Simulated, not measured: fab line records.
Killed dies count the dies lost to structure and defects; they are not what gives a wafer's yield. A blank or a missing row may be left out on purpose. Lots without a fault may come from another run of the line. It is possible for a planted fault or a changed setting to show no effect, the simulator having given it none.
fab line records / flow n5_finfet
record: lots: 4 wafers: 12 last_day: 17
route steps=1938 shown BEOL_M1@758 BEOL_M4@1111 PASSIVATION@1936
lots untouched by any fault: they come from a run of this same line in which no faults occurred
start_h: start of the lot's first displayed wafer, in hours after the record's first day / wait_h: time in hours since the lot's previous step / " repeats the value in the row above / L1.1+2: several wafers, shown together as one row / - no value, or no start given / * or withheld: withheld / < > ~ a bound
route shown NAME@n: names a module that has steps shown in the file, with the first one's number in the route / usual: mean and standard deviation over wafers with no fault / same: alike in all rows / chamber/n: place in a boat / sites: per-site readings / _std_site: the values' standard deviation / _edge_site: outer sites' mean less inner sites' / radius_mm: how far each site lies from the wafer's centre / mask NAME#n: copy n / behind: the tool/chamber that last shaped the wafer / hold: what put the lot on hold/how long, in hours/how the hold closed / device: the n, p or np transistor that did not switch / end of line: the route-end tests of the same wafers / for a step that has no rows: nothing shown but its recipe / killed: not the wafer's yield, but the dies lost to structure and defects at the first sort / map: a wafer's dies, x killed, . not, _ none there
set.NAME: setting as actually run; set.NAME@STEP: the setting as run at that earlier step / model.NAME: the simulator's own value behind a step, which no gauge read
a table for each step, a row for each wafer; lots at some steps of the route
services: the hour from which a tool's chamber was out of use, counted from the record's first day as start_h (under 0 if before that day), plus the number of hours and why
== steps ==
step: N5_BEOL_M1_COAT_05
recipe: resist: CAR-EUV spin_rpm: 1500 resist_thk_nm: 30
step: N5_BEOL_M1_EBR_07
recipe: solvent: PGMEA ebr_width_mm: 1.5
step: N5_BEOL_M1_SOFTBAKE_06
recipe: temp_c: 110 time_s: 60 resist: CAR-EUV
step: N5_BEOL_M1_EXPOSE_08
recipe: mask_id: M1 na: 0.33 source_shape: dipole sigma_inner: 0.369 sigma_outer: 0.767 polarization: unpolarized dose_mj: 33
step: N5_BEOL_M1_PEB_09
recipe: peb_temp_c: 100 peb_time_s: 60 resist: CAR-EUV
step: N5_BEOL_M1_DEVELOP_10
recipe: develop_time_s: 30 developer: TMAH resist: CAR-EUV rinse_liquid: surfactant_rinse dry: air_spin dev_temp_c: 23
step: N5_BEOL_M1_DESCUM_16
recipe: chemistry: O2 time_s: 7 source_power_w: 50 bias_power_w: 20 pressure_mtorr: 20 rf_frequency_hz: 2.712e+07 temp_c: 40 resist: CAR-EUV o2_flow_sccm: 225
step: N5_BEOL_M1_ETCH_74
recipe: chemistry: N2/H2 target: underlayer target_depth_a: 65 mask_material: CAR-EUV time_s: 5.2 ion_energy_ev: 200 pressure_mtorr: 30 source_w: 840 bias_w: 150 n2_flow_sccm: 200 h2_flow_sccm: 200 ends: cleared
step: N5_BEOL_M1_ETCH_63
recipe: chemistry: CF4 target: SiARC target_depth_a: 156 mask_material: CAR-EUV time_s: 26 ion_energy_ev: 80 pressure_mtorr: 40 source_w: 545 bias_w: 36 Ar_flow_sccm: 100 cf4_flow_sccm: 100 ends: cleared
step: N5_BEOL_M1_ETCH_64
recipe: chemistry: N2/H2 target: SOC target_depth_a: 750 overetch_a: 150 mask_material: SiARC temp_c: 40 time_s: 112.5 ion_energy_ev: 200 pressure_mtorr: 30 source_w: 840 bias_w: 150 n2_flow_sccm: 200 h2_flow_sccm: 200
usual: bias_w: 150.0/0.47 chamber_pressure_mTorr: 30.000/0.028 drypump_motor_current_A: 5.6/0.35 n2_flow_sccm: 200.0/0.64 oes_product_au: 0.62/0.054 rf_vpp_V: 523.9/2.6 showerhead_plenum_p_Torr: 2.54/0.091 throttle_valve_pct: 17.81/0.2
lot.wafer=L958.1 tool=rie_diel-02 chamber=1 start_h=134.43 wait_h=0.0 bias_w=150.2 chamber_pressure_mTorr=29.982 drypump_motor_current_A=5.4 n2_flow_sccm=199.5 oes_product_au=0.69 rf_hours_counter_h=51 rf_vpp_V=529.5 showerhead_plenum_p_Torr=2.68 throttle_valve_pct=17.49
lot.wafer=L958.3 tool=rie_diel-02 chamber=2 start_h=134.43 wait_h=0.0 bias_w=150.9 chamber_pressure_mTorr=29.996 drypump_motor_current_A=5.5 n2_flow_sccm=200.5 oes_product_au=0.59 rf_hours_counter_h=166 rf_vpp_V=524.1 showerhead_plenum_p_Torr=2.52 throttle_valve_pct=17.75
lot.wafer=L958.6 tool=rie_diel-02 chamber=2 start_h=134.43 wait_h=0.0 bias_w=150.1 chamber_pressure_mTorr=29.983 drypump_motor_current_A=5.5 n2_flow_sccm=200.9 oes_product_au=0.60 rf_hours_counter_h=- rf_vpp_V=523.1 showerhead_plenum_p_Torr=2.52 throttle_valve_pct=17.77
lot.wafer=L960.2 tool=rie_diel-02 chamber=3 start_h=143.24 wait_h=0.0 bias_w=149.8 chamber_pressure_mTorr=29.962 drypump_motor_current_A=5.6 n2_flow_sccm=199.7 oes_product_au=0.60 rf_hours_counter_h=186 rf_vpp_V=521.9 showerhead_plenum_p_Torr=2.41 throttle_valve_pct=17.85
lot.wafer=L960.4 tool=rie_diel-02 chamber=0 start_h=143.24 wait_h=0.0 bias_w=150.0 chamber_pressure_mTorr=30.054 drypump_motor_current_A=5.5 n2_flow_sccm=200.8 oes_product_au=0.65 rf_hours_counter_h=90 rf_vpp_V=521.8 showerhead_plenum_p_Torr=2.48 throttle_valve_pct=17.79
lot.wafer=L960.5 tool=rie_diel-02 chamber=1 start_h=143.24 wait_h=0.0 bias_w=149.4 chamber_pressure_mTorr=29.938 drypump_motor_current_A=5.4 n2_flow_sccm=199.8 oes_product_au=0.68 rf_hours_counter_h=- rf_vpp_V=528.6 showerhead_plenum_p_Torr=2.68 throttle_valve_pct=17.49
lot.wafer=L967.3 tool=rie_diel-02 chamber=1 start_h=188.70 wait_h=0.0 bias_w=150.3 chamber_pressure_mTorr=29.989 drypump_motor_current_A=5.4 n2_flow_sccm=200.4 oes_product_au=0.66 rf_hours_counter_h=65 rf_vpp_V=527.9 showerhead_plenum_p_Torr=2.68 throttle_valve_pct=17.50
lot.wafer=L967.5 tool=rie_diel-02 chamber=3 start_h=188.70 wait_h=0.0 bias_w=150.4 chamber_pressure_mTorr=29.956 drypump_motor_current_A=5.7 n2_flow_sccm=199.7 oes_product_au=0.59 rf_hours_counter_h=- rf_vpp_V=519.5 showerhead_plenum_p_Torr=2.41 throttle_valve_pct=17.88
lot.wafer=L967.6 tool=rie_diel-02 chamber=0 start_h=188.70 wait_h=0.0 bias_w=150.1 chamber_pressure_mTorr=30.015 drypump_motor_current_A=5.5 n2_flow_sccm=201.0 oes_product_au=0.63 rf_hours_counter_h=- rf_vpp_V=521.9 showerhead_plenum_p_Torr=2.48 throttle_valve_pct=17.80
lot.wafer=L970.3 tool=rie_diel-03 chamber=0 start_h=202.67 wait_h=0.0 bias_w=149.9 chamber_pressure_mTorr=29.990 drypump_motor_current_A=6.0 n2_flow_sccm=200.3 oes_product_au=0.69 rf_hours_counter_h=39 rf_vpp_V=524.3 showerhead_plenum_p_Torr=2.63 throttle_valve_pct=18.01
lot.wafer=L970.4 tool=rie_diel-03 chamber=0 start_h=202.67 wait_h=0.0 bias_w=149.7 chamber_pressure_mTorr=29.974 drypump_motor_current_A=6.0 n2_flow_sccm=200.4 oes_product_au=0.69 rf_hours_counter_h=- rf_vpp_V=525.3 showerhead_plenum_p_Torr=2.63 throttle_valve_pct=18.02
lot.wafer=L970.5 tool=rie_diel-03 chamber=2 start_h=202.67 wait_h=0.0 bias_w=149.7 chamber_pressure_mTorr=30.005 drypump_motor_current_A=5.4 n2_flow_sccm=199.2 oes_product_au=0.55 rf_hours_counter_h=- rf_vpp_V=526.5 showerhead_plenum_p_Torr=2.61 throttle_valve_pct=17.89
step: N5_BEOL_M1_STRIP_65
recipe: chemistry: N2/H2 temp_c: 40 n2_flow_sccm: 200 h2_flow_sccm: 200 rf_frequency_hz: 6e+07
step: N5_BEOL_M1_STRIP_75
recipe: chemistry: N2/H2 temp_c: 40 n2_flow_sccm: 200 h2_flow_sccm: 200 rf_frequency_hz: 6e+07
step: N5_BEOL_M1_STRIP_66
recipe: chemistry: CF4 resist: SiARC power_w: 300 bias_power_w: 75 pressure_mtorr: 50 cf4_flow_sccm: 150 rf_frequency_hz: 6e+07
step: N5_BEOL_M1_HM_OPEN_17
recipe: chemistry: Cl2/BCl3 target_depth_a: 200 overetch_a: 60 target: TiN mask_material: SOC ion_energy_ev: 150 pressure_mtorr: 10 icp_w: 1000 bias_w: 126 Cl2_flow_sccm: 53.25 bcl3_flow_sccm: 21.75 Ar_flow_sccm: 25
step: N5_BEOL_M1_STRIP_19
recipe: chemistry: O2 power_w: 400 temp_c: 40 pressure_mtorr: 30 rf_frequency_hz: 6e+07 bias_power_w: 0 overash_fraction: 0.2 o2_flow_sccm: 225
step: N5_BEOL_M1_COAT_67
recipe: resist: SOC temp_c: 250 time_s: 60 spin_rpm: 1500 resist_thk_nm: 60
step: N5_BEOL_M1_COAT_68
recipe: resist: SiARC temp_c: 220 time_s: 60 spin_rpm: 1500 resist_thk_nm: 12
step: N5_BEOL_M1_COAT_76
recipe: resist: underlayer temp_c: 205 time_s: 60 spin_rpm: 1500 resist_thk_nm: 5
step: N5_BEOL_M1_COAT_22
recipe: resist: CAR-EUV spin_rpm: 1500 resist_thk_nm: 30
step: N5_BEOL_M1_EBR_24
recipe: solvent: PGMEA ebr_width_mm: 1.5
step: N5_BEOL_M1_SOFTBAKE_23
recipe: temp_c: 110 time_s: 60 resist: CAR-EUV
step: N5_BEOL_M1_EXPOSE_25
recipe: mask_id: V0 na: 0.33 source_shape: quasar sigma_inner: 0.2 sigma_outer: 0.8 polarization: unpolarized defocus_nm: 5 target_cd_nm: 24 dose_mj: 63
step: N5_BEOL_M1_PEB_26
recipe: peb_temp_c: 100 peb_time_s: 60 resist: CAR-EUV
step: N5_BEOL_M1_DEVELOP_27
recipe: develop_time_s: 30 developer: TMAH resist: CAR-EUV rinse_liquid: surfactant_rinse dry: air_spin dev_temp_c: 23
step: N5_BEOL_M1_INSPECT_30
recipe: mode: adi inspect_instrument: brightfield
usual: raw_defect_count: 387/90
lot.wafer=L958.1 tool=defect_inspect-01 chamber=- start_h=135.22 wait_h=0.1 raw_defect_count=452
lot.wafer=L958.3 tool=defect_inspect-01 chamber=- start_h=135.22 wait_h=0.1 raw_defect_count=438
lot.wafer=L958.6 tool=defect_inspect-01 chamber=- start_h=135.22 wait_h=0.1 raw_defect_count=379
lot.wafer=L960.2 tool=defect_inspect-02 chamber=- start_h=144.13 wait_h=0.1 raw_defect_count=376
lot.wafer=L960.4 tool=defect_inspect-02 chamber=- start_h=144.13 wait_h=0.1 raw_defect_count=329
lot.wafer=L960.5 tool=defect_inspect-02 chamber=- start_h=144.13 wait_h=0.1 raw_defect_count=1145
lot.wafer=L967.3 tool=defect_inspect-02 chamber=- start_h=189.51 wait_h=0.0 raw_defect_count=1056
lot.wafer=L967.5 tool=defect_inspect-02 chamber=- start_h=189.51 wait_h=0.0 raw_defect_count=315
lot.wafer=L967.6 tool=defect_inspect-02 chamber=- start_h=189.51 wait_h=0.0 raw_defect_count=450
lot.wafer=L970.3 tool=defect_inspect-02 chamber=- start_h=203.43 wait_h=0.0 raw_defect_count=320
lot.wafer=L970.4 tool=defect_inspect-02 chamber=- start_h=203.43 wait_h=0.0 raw_defect_count=287
lot.wafer=L970.5 tool=defect_inspect-02 chamber=- start_h=203.43 wait_h=0.0 raw_defect_count=230
step: N5_BEOL_M1_DESCUM_33
recipe: chemistry: O2 time_s: 7 source_power_w: 50 bias_power_w: 20 pressure_mtorr: 20 rf_frequency_hz: 2.712e+07 temp_c: 40 resist: CAR-EUV o2_flow_sccm: 225
step: N5_BEOL_M4_RC_MEAS_101
usual: DIBL_N: 36.5/2.1 DIBL_P: 36.6/2.6 IOFF_N: 0.17/0.044 IOFF_P: 0.21/0.048 ION_N: 674/17 ION_P: 462/9.5 SS_N: 71.6/0.77 SS_P: 73.5/0.72 VT_N: 250/4.2 VT_P: -250/3.9
lot.wafer=L960.2 tool=prober-01 chamber=0 start_h=222.23 wait_h=0.2 DIBL_N[mV/V]=38.8 DIBL_P[mV/V]=38.2 IOFF_N[nA/um]=0.22 IOFF_P[nA/um]=0.28 ION_N[uA/um]=694 ION_P[uA/um]=478 SS_N[mV/dec]=71.5 SS_P[mV/dec]=73.9 VT_N[mV]=248 VT_P[mV]=-245
lot.wafer=L960.4 tool=prober-01 chamber=0 start_h=222.23 wait_h=0.2 DIBL_N[mV/V]=36.1 DIBL_P[mV/V]=34.2 IOFF_N[nA/um]=0.15 IOFF_P[nA/um]=0.22 ION_N[uA/um]=664 ION_P[uA/um]=464 SS_N[mV/dec]=72.0 SS_P[mV/dec]=73.1 VT_N[mV]=253 VT_P[mV]=-247
lot.wafer=L960.5 tool=prober-01 chamber=0 start_h=222.23 wait_h=0.2 DIBL_N[mV/V]=35.9 DIBL_P[mV/V]=34.6 IOFF_N[nA/um]=0.16 IOFF_P[nA/um]=0.22 ION_N[uA/um]=666 ION_P[uA/um]=463 SS_N[mV/dec]=70.9 SS_P[mV/dec]=72.9 VT_N[mV]=251 VT_P[mV]=-248
lot.wafer=L958.1 tool=prober-02 chamber=0 start_h=223.94 wait_h=0.0 DIBL_N[mV/V]=33.7 DIBL_P[mV/V]=33.7 IOFF_N[nA/um]=0.12 IOFF_P[nA/um]=0.17 ION_N[uA/um]=661 ION_P[uA/um]=458 SS_N[mV/dec]=70.5 SS_P[mV/dec]=73.0 VT_N[mV]=251 VT_P[mV]=-253
lot.wafer=L958.3 tool=prober-02 chamber=0 start_h=223.94 wait_h=0.0 DIBL_N[mV/V]=36.6 DIBL_P[mV/V]=36.6 IOFF_N[nA/um]=0.16 IOFF_P[nA/um]=0.19 ION_N[uA/um]=674 ION_P[uA/um]=457 SS_N[mV/dec]=71.5 SS_P[mV/dec]=73.0 VT_N[mV]=252 VT_P[mV]=-251
lot.wafer=L958.6 tool=prober-02 chamber=0 start_h=223.94 wait_h=0.0 DIBL_N[mV/V]=35.1 DIBL_P[mV/V]=34.1 IOFF_N[nA/um]=0.13 IOFF_P[nA/um]=0.16 ION_N[uA/um]=654 ION_P[uA/um]=447 SS_N[mV/dec]=71.1 SS_P[mV/dec]=72.8 VT_N[mV]=253 VT_P[mV]=-253
lot.wafer=L967.3 tool=prober-01 chamber=0 start_h=276.03 wait_h=0.3 DIBL_N[mV/V]=38.7 DIBL_P[mV/V]=40.4 IOFF_N[nA/um]=0.24 IOFF_P[nA/um]=0.26 ION_N[uA/um]=685 ION_P[uA/um]=466 SS_N[mV/dec]=71.9 SS_P[mV/dec]=74.7 VT_N[mV]=247 VT_P[mV]=-251
lot.wafer=L967.5 tool=prober-01 chamber=0 start_h=276.03 wait_h=0.3 DIBL_N[mV/V]=34.3 DIBL_P[mV/V]=34.4 IOFF_N[nA/um]=0.13 IOFF_P[nA/um]=0.17 ION_N[uA/um]=661 ION_P[uA/um]=453 SS_N[mV/dec]=71.3 SS_P[mV/dec]=72.4 VT_N[mV]=255 VT_P[mV]=-257
lot.wafer=L967.6 tool=prober-01 chamber=0 start_h=276.03 wait_h=0.3 DIBL_N[mV/V]=34.7 DIBL_P[mV/V]=35.8 IOFF_N[nA/um]=0.15 IOFF_P[nA/um]=0.19 ION_N[uA/um]=678 ION_P[uA/um]=462 SS_N[mV/dec]=70.9 SS_P[mV/dec]=73.5 VT_N[mV]=250 VT_P[mV]=-255
lot.wafer=L970.3 tool=prober-02 chamber=0 start_h=278.24 wait_h=0.3 DIBL_N[mV/V]=33.7 DIBL_P[mV/V]=33.3 IOFF_N[nA/um]=0.11 IOFF_P[nA/um]=0.16 ION_N[uA/um]=637 ION_P[uA/um]=446 SS_N[mV/dec]=70.9 SS_P[mV/dec]=72.8 VT_N[mV]=257 VT_P[mV]=-258
lot.wafer=L970.4 tool=prober-02 chamber=0 start_h=278.24 wait_h=0.3 DIBL_N[mV/V]=40.4 DIBL_P[mV/V]=39.2 IOFF_N[nA/um]=0.28 IOFF_P[nA/um]=0.24 ION_N[uA/um]=678 ION_P[uA/um]=456 SS_N[mV/dec]=73.8 SS_P[mV/dec]=74.6 VT_N[mV]=247 VT_P[mV]=-252
lot.wafer=L970.5 tool=prober-02 chamber=0 start_h=278.24 wait_h=0.3 DIBL_N[mV/V]=36.2 DIBL_P[mV/V]=33.4 IOFF_N[nA/um]=0.16 IOFF_P[nA/um]=0.16 ION_N[uA/um]=656 ION_P[uA/um]=443 SS_N[mV/dec]=73.5 SS_P[mV/dec]=72.9 VT_N[mV]=258 VT_P[mV]=-256
step: N5_PASSIVATION_PROBE_49
usual: defect_limited_yield: 91.2/1.5 killed_at_M0_to_M3: 36/10 killed_at_M4_up: 14/5.2 killed_at_contacts: 12/6 killed_at_front_end: 37/10 killed_at_other: 4/3.3 killed_dies: 104/18 killed_on_rim: 14/4.1 killed_open: 68/14 killed_short: 34/7.4 sort_bin_4_leakage: 0.01/0.04 sort_bin_5_function: 5.2/1 sort_bin_6_memory: 3.3/0.7 sort_n_pass: 1076/18 sort_yield_pct: 91.2/1.5
same: gross_dies: 1180 killed_at_back_side: 0 sort_bin_8_speed[%]: 0
lot.wafer=L960.2 tool=prober-02 chamber=- start_h=331.96 wait_h=0.1 defect_limited_yield[%]=91.1 killed_at_M0_to_M3=48 killed_at_M4_up=11 killed_at_contacts=15 killed_at_front_end=28 killed_at_other=3 killed_dies=105 killed_on_rim=11 killed_open=63 killed_short=40 sort_bin_4_leakage[%]=0 sort_bin_5_function[%]=5.3 sort_bin_6_memory[%]=3.2 sort_n_pass=1075 sort_yield_pct[%]=91.1
lot.wafer=L960.4 tool=prober-02 chamber=- start_h=332.06 wait_h=0.2 defect_limited_yield[%]=92.8 killed_at_M0_to_M3=25 killed_at_M4_up=19 killed_at_contacts=11 killed_at_front_end=28 killed_at_other=2 killed_dies=85 killed_on_rim=17 killed_open=65 killed_short=20 sort_bin_4_leakage[%]=0 sort_bin_5_function[%]=4.1 sort_bin_6_memory[%]=3.1 sort_n_pass=1095 sort_yield_pct[%]=92.8
lot.wafer=L960.5 tool=prober-02 chamber=- start_h=332.11 wait_h=0.2 defect_limited_yield[%]=81.9 killed_at_M0_to_M3=146 killed_at_M4_up=14 killed_at_contacts=9 killed_at_front_end=41 killed_at_other=3 killed_dies=213 killed_on_rim=33 killed_open=58 killed_short=52 sort_bin_4_leakage[%]=0 sort_bin_5_function[%]=10.5 sort_bin_6_memory[%]=4.4 sort_n_pass=967 sort_yield_pct[%]=81.9
lot.wafer=L958.1 tool=prober-01 chamber=- start_h=338.27 wait_h=0.0 defect_limited_yield[%]=92.1 killed_at_M0_to_M3=33 killed_at_M4_up=3 killed_at_contacts=20 killed_at_front_end=33 killed_at_other=4 killed_dies=93 killed_on_rim=5 killed_open=52 killed_short=41 sort_bin_4_leakage[%]=0 sort_bin_5_function[%]=5.1 sort_bin_6_memory[%]=2.3 sort_n_pass=1087 sort_yield_pct[%]=92.1
lot.wafer=L958.3 tool=prober-01 chamber=- start_h=338.37 wait_h=0.1 defect_limited_yield[%]=94.2 killed_at_M0_to_M3=35 killed_at_M4_up=8 killed_at_contacts=6 killed_at_front_end=19 killed_at_other=0 killed_dies=68 killed_on_rim=7 killed_open=42 killed_short=25 sort_bin_4_leakage[%]=0 sort_bin_5_function[%]=3.0 sort_bin_6_memory[%]=2.5 sort_n_pass=1112 sort_yield_pct[%]=94.2
lot.wafer=L958.6 tool=prober-01 chamber=- start_h=338.52 wait_h=0.3 defect_limited_yield[%]=91.9 killed_at_M0_to_M3=42 killed_at_M4_up=13 killed_at_contacts=8 killed_at_front_end=28 killed_at_other=4 killed_dies=95 killed_on_rim=7 killed_open=58 killed_short=37 sort_bin_4_leakage[%]=0 sort_bin_5_function[%]=4.5 sort_bin_6_memory[%]=3.2 sort_n_pass=1085 sort_yield_pct[%]=91.9
lot.wafer=L967.3 tool=prober-01 chamber=- start_h=388.79 wait_h=0.1 defect_limited_yield[%]=83.8 killed_at_M0_to_M3=136 killed_at_M4_up=7 killed_at_contacts=7 killed_at_front_end=40 killed_at_other=1 killed_dies=191 killed_on_rim=25 killed_open=62 killed_short=32 sort_bin_4_leakage[%]=0 sort_bin_5_function[%]=10.8 sort_bin_6_memory[%]=2.8 sort_n_pass=989 sort_yield_pct[%]=83.8
lot.wafer=L967.5 tool=prober-01 chamber=- start_h=388.89 wait_h=0.2 defect_limited_yield[%]=90.7 killed_at_M0_to_M3=34 killed_at_M4_up=13 killed_at_contacts=7 killed_at_front_end=54 killed_at_other=2 killed_dies=110 killed_on_rim=14 killed_open=68 killed_short=40 sort_bin_4_leakage[%]=0 sort_bin_5_function[%]=7.0 sort_bin_6_memory[%]=2.1 sort_n_pass=1070 sort_yield_pct[%]=90.7
lot.wafer=L967.6 tool=prober-01 chamber=- start_h=388.94 wait_h=0.3 defect_limited_yield[%]=91.9 killed_at_M0_to_M3=38 killed_at_M4_up=18 killed_at_contacts=5 killed_at_front_end=31 killed_at_other=3 killed_dies=95 killed_on_rim=12 killed_open=64 killed_short=31 sort_bin_4_leakage[%]=0 sort_bin_5_function[%]=4.2 sort_bin_6_memory[%]=3.4 sort_n_pass=1085 sort_yield_pct[%]=91.9
lot.wafer=L970.3 tool=prober-01 chamber=- start_h=400.61 wait_h=0.1 defect_limited_yield[%]=91.6 killed_at_M0_to_M3=38 killed_at_M4_up=11 killed_at_contacts=9 killed_at_front_end=40 killed_at_other=1 killed_dies=99 killed_on_rim=12 killed_open=66 killed_short=32 sort_bin_4_leakage[%]=0 sort_bin_5_function[%]=5.2 sort_bin_6_memory[%]=2.8 sort_n_pass=1081 sort_yield_pct[%]=91.6
lot.wafer=L970.4 tool=prober-01 chamber=- start_h=400.66 wait_h=0.2 defect_limited_yield[%]=89.4 killed_at_M0_to_M3=34 killed_at_M4_up=24 killed_at_contacts=16 killed_at_front_end=47 killed_at_other=4 killed_dies=125 killed_on_rim=18 killed_open=79 killed_short=46 sort_bin_4_leakage[%]=0.34 sort_bin_5_function[%]=6.9 sort_bin_6_memory[%]=3.4 sort_n_pass=1051 sort_yield_pct[%]=89.1
lot.wafer=L970.5 tool=prober-01 chamber=- start_h=400.71 wait_h=0.2 defect_limited_yield[%]=90.7 killed_at_M0_to_M3=33 killed_at_M4_up=15 killed_at_contacts=16 killed_at_front_end=46 killed_at_other=0 killed_dies=110 killed_on_rim=19 killed_open=72 killed_short=36 sort_bin_4_leakage[%]=0 sort_bin_5_function[%]=5.0 sort_bin_6_memory[%]=3.9 sort_n_pass=1070 sort_yield_pct[%]=90.7
killed by level:class
L960.2 BEOL_M0_SAQP:geometric_particle:short=19 BEOL_M0_SAQP:geometric_particle:open=14 MOL_CONTACT_COAG:geometric_particle:open=11 BEOL_M2:geometric_particle:open=6 ILD0:geometric_particle:open=5 BEOL_M3:geometric_particle:open=5 FIN_SAQP:geometric_particle:short=4 MOL_CONTACT_COAG:geometric_particle:short=4
L960.4 MOL_CONTACT_COAG:geometric_particle:open=11 DUMMY_GATE:geometric_particle:open=9 BEOL_M0_SAQP:geometric_particle:open=8 BEOL_M3:geometric_particle:open=8 FIN_SAQP:geometric_particle:open=5 BEOL_M0_SAQP:geometric_particle:short=5 BEOL_M4:geometric_particle:short=5 BEOL_M4:geometric_particle:open=5
L960.5 BEOL_M1:unspecified=101 BEOL_M0_SAQP:geometric_particle:short=19 BEOL_M0_SAQP:geometric_particle:open=13 ILD0:geometric_particle:open=10 FIN_SAQP:geometric_particle:short=9 BEOL_M2:geometric_particle:open=6 BEOL_M4:geometric_particle:open=6 MOL_CONTACT_COAG:geometric_particle:open=5
L958.1 MOL_CONTACT_COAG:geometric_particle:open=15 BEOL_M0_SAQP:geometric_particle:short=9 FIN_SAQP:geometric_particle:short=8 BEOL_M2:geometric_particle:open=6 BEOL_M0_SAQP:geometric_particle:open=6 DUMMY_GATE:geometric_particle:open=5 GATE_CUT:geometric_particle:short=5 MOL_CONTACT_COAG:geometric_particle:short=5
L958.3 BEOL_M2:geometric_particle:open=8 MOL_CONTACT_COAG:geometric_particle:open=6 BEOL_M1:geometric_particle:open=6 FIN_SAQP:geometric_particle:open=4 BEOL_M1:geometric_particle:short=4 BEOL_M0_SAQP:geometric_particle:open=4 BEOL_M0_SAQP:geometric_particle:short=4 STARTING-WAFER:geometric_particle:short=4
L958.6 BEOL_M0_SAQP:geometric_particle:open=11 BEOL_M1:geometric_particle:open=7 BEOL_M4:geometric_particle:open=7 MOL_CONTACT_COAG:geometric_particle:open=6 BEOL_M0_SAQP:geometric_particle:short=6 FIN_SAQP:geometric_particle:open=5 STI_FIN_REVEAL:geometric_particle:open=5 BEOL_M1:geometric_particle:short=5
L967.3 BEOL_M1:unspecified=97 BEOL_M0_SAQP:geometric_particle:short=10 STI_FIN_REVEAL:geometric_particle:open=9 BEOL_M3:geometric_particle:open=9 FIN_SAQP:geometric_particle:open=8 STI_FIN_REVEAL:geometric_particle:short=7 MOL_CONTACT_COAG:geometric_particle:open=7 BEOL_M0_SAQP:geometric_particle:open=7
L967.5 STI_FIN_REVEAL:geometric_particle:open=13 FIN_SAQP:geometric_particle:short=10 FIN_SAQP:geometric_particle:open=8 BEOL_M3:geometric_particle:open=8 BEOL_M0_SAQP:geometric_particle:short=7 DUMMY_GATE:geometric_particle:open=6 STARTING-WAFER:geometric_particle:short=6 MOL_CONTACT_COAG:geometric_particle:open=5
L967.6 FIN_SAQP:geometric_particle:open=13 BEOL_M0_SAQP:geometric_particle:short=12 BEOL_M2:geometric_particle:open=9 BEOL_M4:geometric_particle:open=8 BEOL_M0_SAQP:geometric_particle:open=6 STI_FIN_REVEAL:geometric_particle:open=5 BEOL_M3:geometric_particle:open=5 FIN_SAQP:geometric_particle:short=4
L970.3 STI_FIN_REVEAL:geometric_particle:open=15 BEOL_M0_SAQP:geometric_particle:open=14 MOL_CONTACT_COAG:geometric_particle:open=9 BEOL_M0_SAQP:geometric_particle:short=9 BEOL_M2:geometric_particle:open=6 ILD0:geometric_particle:short=5 FIN_SAQP:geometric_particle:short=4 BEOL_M1:geometric_particle:open=4
L970.4 FIN_SAQP:geometric_particle:open=16 BEOL_M0_SAQP:geometric_particle:short=12 MOL_CONTACT_COAG:geometric_particle:open=12 BEOL_M0_SAQP:geometric_particle:open=11 BEOL_M4:geometric_particle:open=11 FIN_SAQP:geometric_particle:short=7 STI_FIN_REVEAL:geometric_particle:open=6 BEOL_M1:geometric_particle:open=4
L970.5 MOL_CONTACT_COAG:geometric_particle:open=13 BEOL_M0_SAQP:geometric_particle:open=10 STI_FIN_REVEAL:geometric_particle:open=9 GATE_CUT:geometric_particle:short=8 BEOL_M0_SAQP:geometric_particle:short=7 FIN_SAQP:geometric_particle:open=6 BEOL_M1:geometric_particle:open=6 GATE_CUT:geometric_particle:open=5
map L960.5 (x killed, . not)
_________________............________________
______________..x........x......_____________
___________....x......x............__________
__________.......x.x.x............x._________
________.....x...x.........x........x._______
_______...........x....................______
______x.x.......x........x.....x.x......_____
_____........x..x...x.................x..____
____.x.......x.........x.............x..x.___
___x......x......x...x..x........x.......x.__
___.x......................................__
__.x..........x.x..................x....x..._
__...x...........x..x..........x...x...x...x_
_....x....................x..........xx..xx.x
_.......x.x.x..........................xxxxxx
_.xx..................................xxxxxxx
_....x....x...................xx...xxxxxxxxxx
_..............................xx..xxxxxxxxxx
_...x...x.x.x...x.x.............x.x..xxxxxxxx
_..xx....x.xx.....x................xxxxxxxxxx
_.....x.......x........x..x....x..xxxxxxxxxxx
__.x........x........x..............xxxxxxxx_
__.x..x...x.x...x..................xxxxxxxxx_
___............x..x..........x......xxxxxxx__
___....x........x.x...............x..xxxxxx__
____.................x................xxx.___
_____......................x...........x.____
______.....x..............x....x........_____
_______................x............x..______
________.............................._______
__________.........................._________
___________.....x......x.x.x.......__________
______________x......x.........._____________
_________________...x.x...x.x________________
map L967.3 (x killed, . not)
_________________............________________
______________.x.....xx........._____________
___________.......x....x.x.........__________
__________.......x...x...x.........._________
________...x....x....................._______
_______................................______
______........x.......................x._____
_____....................x...............____
____..x............................xx.....___
___...........................x...x.....x..__
___.........x.........x...x................__
__......x................x..............x..._
__..x.....x...x......x.......x...........x.x_
_.........x...................x.........x....
_x.xx.....................x..............x.xx
_x...........x......................xxxxxxxx.
_.x................x.....x.........xxxxxxxxxx
_.....xx....x.x....x.xx.........xx.xxxxxxxxxx
_...x......x.....x..x.............xxxxxxxxxxx
_.............x...................x.xxxxxxxxx
_.....x.........................x...xxxxxxxxx
__x............x..........x.....xxxxxxxxxxxx_
__.....................xx.......x..xxxxxxxxx_
___..x.x.x..........................xxxxxxx__
___.x....x........x.................x.xxxxx__
____....x.....................x......x.x.x___
_____xx..................................____
______.......x........x.x..x.....x......_____
_______......x.........................______
________x.......x..x.......x.........._______
__________....x....x................_________
___________...........x............__________
______________.......x.....x.x.._____________
_________________............________________
== services ==
tool=rie_diel-02 chamber=3 start_h=114.40 hours=6.5 kind=repair
tool=rie_diel-03 chamber=1 start_h=114.46 hours=10.7 kind=repair
tool=rie_diel-03 chamber=3 start_h=139.89 hours=3.5 kind=repair
tool=rie_diel-02 chamber=2 start_h=162.48 hours=6.6 kind=repair
tool=rie_diel-03 chamber=3 start_h=200.07 hours=23.7 kind=repair
== key ==
first_sign: step: N5_BEOL_M1_INSPECT_30 reading: raw_defect_count direction: up sigmas: 8 usual: 387 struck: 1100
effect: step: N5_PASSIVATION_PROBE_49 reading: killed_at_M0_to_M3 direction: up sigmas: 10 usual: 36 struck: 141
more_kills_born_at: N5_BEOL_M1_ETCH_64@rie_diel-02: 198
met_at N5_BEOL_M1_ETCH_64
struck_wafers L960.5,L967.3
onset_between 134.43 143.24
fault: kind: chamber_particle_source tool: rie_diel-02 chamber: 1 onset_h: 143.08 steps: N5_BEOL_M1_ETCH_64 rate_per_visit_cm2: 1.1851 end_h: 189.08
